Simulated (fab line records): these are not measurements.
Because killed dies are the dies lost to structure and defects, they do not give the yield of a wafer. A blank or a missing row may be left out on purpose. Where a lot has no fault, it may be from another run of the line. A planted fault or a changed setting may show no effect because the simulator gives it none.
Lot-split experiment || flow n5_finfet || on a route of 1938 steps: 7 lots, 21 wafers read

## THE SPLIT ITSELF
At N5_BEOL_M13_SPUTTER_43 (material TaN, target thk 15 nm, time 24.19 s), the setting time_s was moved away from the recipe's 24.19 s on 2 of the 21 wafers read, by -12.9% to -11.7%. This setting was run at the recipe's value on the other wafers.

## FROM THE SPLIT TO THE READING: what the file shows between them, 4 steps
- N5_BEOL_M13_SPUTTER_44: material Ta, target thk 10 nm, time 16.13 s
- N5_BEOL_M13_SPUTTER_45: material Cu, target thk 80 nm, time 13.33 s
- N5_BEOL_M13_ECD_47: material Cu, target thk 936 nm
- N5_BEOL_M13_ANNEAL_48: time 90 s

## THE READING
barrier_field_endpoint_s, in s, at N5_BEOL_M13_CMP_49 (polishes, stops on SiOC, t overpolish 17.1 s, target thk 420 nm). On this fab line, fault-free wafers typically give 30.0 s with a standard deviation of 0.68 s.

{"wafer": "L079.3", "tool, chamber at the split": "pvd_sputter-02, -", "time_s as run, s": 24.19, "against the recipe": "recipe", "barrier_field_endpoint_s, s": 30.7, "against lot-mates on the recipe": "-"}
{"wafer": "L079.1", "tool, chamber at the split": "pvd_sputter-02, -", "time_s as run, s": 24.19, "against the recipe": "recipe", "barrier_field_endpoint_s, s": 30.3, "against lot-mates on the recipe": "-"}
{"wafer": "L079.6", "tool, chamber at the split": "pvd_sputter-02, -", "time_s as run, s": 24.19, "against the recipe": "recipe", "barrier_field_endpoint_s, s": 30.6, "against lot-mates on the recipe": "-"}
{"wafer": "L082.3", "tool, chamber at the split": "pvd_sputter-03, -", "time_s as run, s": 24.19, "against the recipe": "recipe", "barrier_field_endpoint_s, s": 28.5, "against lot-mates on the recipe": "-"}
{"wafer": "L082.4", "tool, chamber at the split": "pvd_sputter-03, -", "time_s as run, s": 24.19, "against the recipe": "recipe", "barrier_field_endpoint_s, s": 29.4, "against lot-mates on the recipe": "-"}
{"wafer": "L082.5", "tool, chamber at the split": "pvd_sputter-03, -", "time_s as run, s": 24.19, "against the recipe": "recipe", "barrier_field_endpoint_s, s": 29.1, "against lot-mates on the recipe": "-"}
{"wafer": "L080.4", "tool, chamber at the split": "pvd_sputter-03, -", "time_s as run, s": 24.19, "against the recipe": "recipe", "barrier_field_endpoint_s, s": 30.0, "against lot-mates on the recipe": "-"}
{"wafer": "L080.2", "tool, chamber at the split": "pvd_sputter-03, -", "time_s as run, s": 24.19, "against the recipe": "recipe", "barrier_field_endpoint_s, s": 30.3, "against lot-mates on the recipe": "-"}
{"wafer": "L080.1", "tool, chamber at the split": "pvd_sputter-03, -", "time_s as run, s": 21.35, "against the recipe": "-11.7%", "barrier_field_endpoint_s, s": 28.4, "against lot-mates on the recipe": -1.8}
{"wafer": "L083.3", "tool, chamber at the split": "pvd_sputter-03, -", "time_s as run, s": 24.19, "against the recipe": "recipe", "barrier_field_endpoint_s, s": 29.3, "against lot-mates on the recipe": "-"}
{"wafer": "L083.2", "tool, chamber at the split": "pvd_sputter-03, -", "time_s as run, s": 24.19, "against the recipe": "recipe", "barrier_field_endpoint_s, s": 29.9, "against lot-mates on the recipe": "-"}
{"wafer": "L083.6", "tool, chamber at the split": "pvd_sputter-03, -", "time_s as run, s": 24.19, "against the recipe": "recipe", "barrier_field_endpoint_s, s": 29.9, "against lot-mates on the recipe": "-"}
{"wafer": "L092.1", "tool, chamber at the split": "pvd_sputter-01, -", "time_s as run, s": 21.06, "against the recipe": "-12.9%", "barrier_field_endpoint_s, s": 26.9, "against lot-mates on the recipe": -2.4}
{"wafer": "L092.5", "tool, chamber at the split": "pvd_sputter-01, -", "time_s as run, s": 24.19, "against the recipe": "recipe", "barrier_field_endpoint_s, s": 29.2, "against lot-mates on the recipe": "-"}
{"wafer": "L092.6", "tool, chamber at the split": "pvd_sputter-01, -", "time_s as run, s": 24.19, "against the recipe": "recipe", "barrier_field_endpoint_s, s": 29.4, "against lot-mates on the recipe": "-"}
{"wafer": "L090.3", "tool, chamber at the split": "pvd_sputter-03, -", "time_s as run, s": 24.19, "against the recipe": "recipe", "barrier_field_endpoint_s, s": 29.5, "against lot-mates on the recipe": "-"}
{"wafer": "L090.5", "tool, chamber at the split": "pvd_sputter-03, -", "time_s as run, s": 24.19, "against the recipe": "recipe", "barrier_field_endpoint_s, s": 28.9, "against lot-mates on the recipe": "-"}
{"wafer": "L090.6", "tool, chamber at the split": "pvd_sputter-03, -", "time_s as run, s": 24.19, "against the recipe": "recipe", "barrier_field_endpoint_s, s": 30.0, "against lot-mates on the recipe": "-"}
{"wafer": "L096.3", "tool, chamber at the split": "pvd_sputter-02, -", "time_s as run, s": 24.19, "against the recipe": "recipe", "barrier_field_endpoint_s, s": 29.3, "against lot-mates on the recipe": "-"}
{"wafer": "L096.2", "tool, chamber at the split": "pvd_sputter-02, -", "time_s as run, s": 24.19, "against the recipe": "recipe", "barrier_field_endpoint_s, s": 29.7, "against lot-mates on the recipe": "-"}
{"wafer": "L096.6", "tool, chamber at the split": "pvd_sputter-02, -", "time_s as run, s": 24.19, "against the recipe": "recipe", "barrier_field_endpoint_s, s": 30.2, "against lot-mates on the recipe": "-"}

FIT RESULTS
A straight line over all 21 wafers: barrier_field_endpoint_s changes by +0.169 s for each +1% of time_s; r = +0.72; the points scatter about the line by 0.61 s.
The same after taking each lot's own level away (the mean of its wafers on the recipe; 21 wafers): +0.169 s for each +1%; r = +0.90; scatter 0.32 s.
According to that fit, moving time_s by its largest amount changes the reading by 2.2 s.
Measured against the standard deviation above, the lots' own levels, which go from 29.00 to 30.53 s, span 2.3 times it.
So the lot-to-lot level blurs the effect unless lot-mates are compared.
Check: -1.93 s against its lot-mates is what the line predicts for one of the wafers moved furthest among these (-12.9%) when that wafer is left out of the fit. Against them it came out at -2.4 s.

## THE WHOLE CHAIN: every reading that the file lists as answering this split, in the file's order
{"step": "N5_BEOL_M13_SPUTTER_43", "what it does": "material TaN, target thk 15 nm, time 24.19 s", "reading": "TaN_of_BEOL_M13_SPUTTER_43.thk_nm (the simulator's own value, which no gauge read)", "change (the file's fit)": "+0.139 nm for each +1% of the setting", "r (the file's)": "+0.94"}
{"step": "N5_BEOL_M13_CMP_49", "what it does": "polishes, stops on SiOC, t overpolish 17.1 s, target thk 420 nm", "reading": "barrier_field_endpoint_s", "change (the file's fit)": "+0.168 s for each +1% of the setting", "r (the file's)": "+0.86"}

## THE FILE'S OWN FIT
barrier_field_endpoint_s changes by +0.168 s for each +1% of time_s, r = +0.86.
